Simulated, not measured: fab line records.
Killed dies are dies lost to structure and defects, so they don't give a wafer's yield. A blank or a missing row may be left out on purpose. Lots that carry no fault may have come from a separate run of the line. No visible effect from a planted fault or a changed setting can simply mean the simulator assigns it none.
Matching of chambers + flow nandHarc + 4 sister chambers for NHARC_A_BLC_CMP_25 on cmp-03
The step polishes, t overpolish 30 s, target thk 150 nm. 8 wafers are shown with their chamber, then 8 later ones without.

## EACH WAFER AND ITS CHAMBER
| wafer  | chamber | motorCurrentA (A) | timeToEndpointS (s) |
|--------|---------|-------------------|---------------------|
| L083.3 | 3       | 12.3              | 33.0                |
| L084.2 | 0       | 11.0              | 27.2                |
| L084.3 | 1       | 12.3              | 24.2                |
| L084.6 | 3       | 13.2              | 32.2                |
| L088.3 | 2       | 12.4              | 32.2                |
| L088.4 | 0       | 10.7              | 25.1                |
| L088.6 | 1       | 11.6              | 26.5                |
| L089.3 | 2       | 12.8              | 33.2                |

## WAFERS MISSING THEIR CHAMBER
| wafer  | motorCurrentA (A) | timeToEndpointS (s) |
|--------|-------------------|---------------------|
| L089.4 | 11.6              | 28.4                |
| L089.5 | 10.9              | 32.5                |
| L096.1 | 12.1              | 33.4                |
| L096.4 | 10.6              | 29.1                |
| L096.5 | 11.8              | 27.6                |
| L095.2 | 12.6              | 32.1                |
| L095.4 | 10.6              | 29.6                |
| L095.5 | 11.5              | 29.4                |

## THE CHAMBER EACH PASSED THROUGH
| wafer  | from the rows above               | in truth |
|--------|-----------------------------------|----------|
| L089.4 | can't be placed: 0 or 1 or 2 or 3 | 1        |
| L089.5 | can't be placed: 2 or 3 or 0      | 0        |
| L096.1 | can't be placed: 2 or 3           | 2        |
| L096.4 | can't be placed: 0 or 1           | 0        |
| L096.5 | can't be placed: 1 or 0           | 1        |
| L095.2 | can't be placed: 2 or 3           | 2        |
| L095.4 | can't be placed: 0 or 1           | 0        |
| L095.5 | can't be placed: 0 or 1 or 2 or 3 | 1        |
Correct placement for 0 of the 8. Cannot be placed on the basis of these rows: 8; the candidates contain the true chamber in 8. Wrongly placed: 0.
How it was worked out, from the rows above alone: a wafer's distance from a chamber is the root of the sum, over the readings, of the square of ((its reading less the chamber's mean) divided by the reading's scatter). The wafer belongs to the nearest chamber; if the next one is less than 2 further off, it can't be placed. For every chamber, the mean is computed from those of its wafers that are shown. The scatter is the square root of a quotient: the sum, over the shown wafers, of each reading's squared deviation from its chamber's mean, divided by wafers minus chambers.
